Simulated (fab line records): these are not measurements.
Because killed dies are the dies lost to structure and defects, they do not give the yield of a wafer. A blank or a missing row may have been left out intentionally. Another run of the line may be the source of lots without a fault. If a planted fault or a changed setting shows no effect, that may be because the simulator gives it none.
Chamber matching :: flow n5_finfet :: 3 sister chambers for N5_BEOL_M5_PECVD_70 on pecvd-01
The step deposits SiO2 from TEOS/O2, target thk 16 nm, time 18 s. 3 wafers are shown with their chamber, then 7 later ones without.

## WAFERS PAIRED WITH THEIR CHAMBERS
wafer: L085.6
chamber: 0
throttle_valve_pct (%): 21.5

wafer: L087.1
chamber: 1
throttle_valve_pct (%): 23.1

wafer: L087.2
chamber: 2
throttle_valve_pct (%): 21.2

## WAFERS WITHOUT THEIR CHAMBER
wafer: L087.3
throttle_valve_pct (%): 21.3

wafer: L093.1
throttle_valve_pct (%): 23.1

wafer: L093.4
throttle_valve_pct (%): 23.2

wafer: L093.6
throttle_valve_pct (%): 21.2

wafer: L095.3
throttle_valve_pct (%): 23.2

wafer: L095.5
throttle_valve_pct (%): 23.1

wafer: L095.6
throttle_valve_pct (%): 21.4

## CHAMBER TAKEN BY EACH
wafer: L087.3
from the rows above: can't be placed: 2 or 0
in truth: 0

wafer: L093.1
from the rows above: 1
in truth: 1

wafer: L093.4
from the rows above: 1
in truth: 1

wafer: L093.6
from the rows above: 2
in truth: 2

wafer: L095.3
from the rows above: 1
in truth: 1

wafer: L095.5
from the rows above: 1
in truth: 1

wafer: L095.6
from the rows above: can't be placed: 0 or 2
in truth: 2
5 of 7 placed correctly. These rows do not allow placing 2 (true chamber among the candidates in 2). Placed wrongly: 0.
How it was worked out, from the rows above alone: a wafer's distance from a chamber is the root of the sum, over the readings, of the square of ((its reading less the chamber's mean) divided by the reading's scatter). If the next closest chamber is less than 2 further off than the closest, the wafer can't be placed; otherwise it belongs to the closest. A chamber's mean is the mean of its shown wafers. The scatter: with one shown wafer a chamber, the root of the mean of the squares of how far each hidden wafer lies from its nearest shown one.
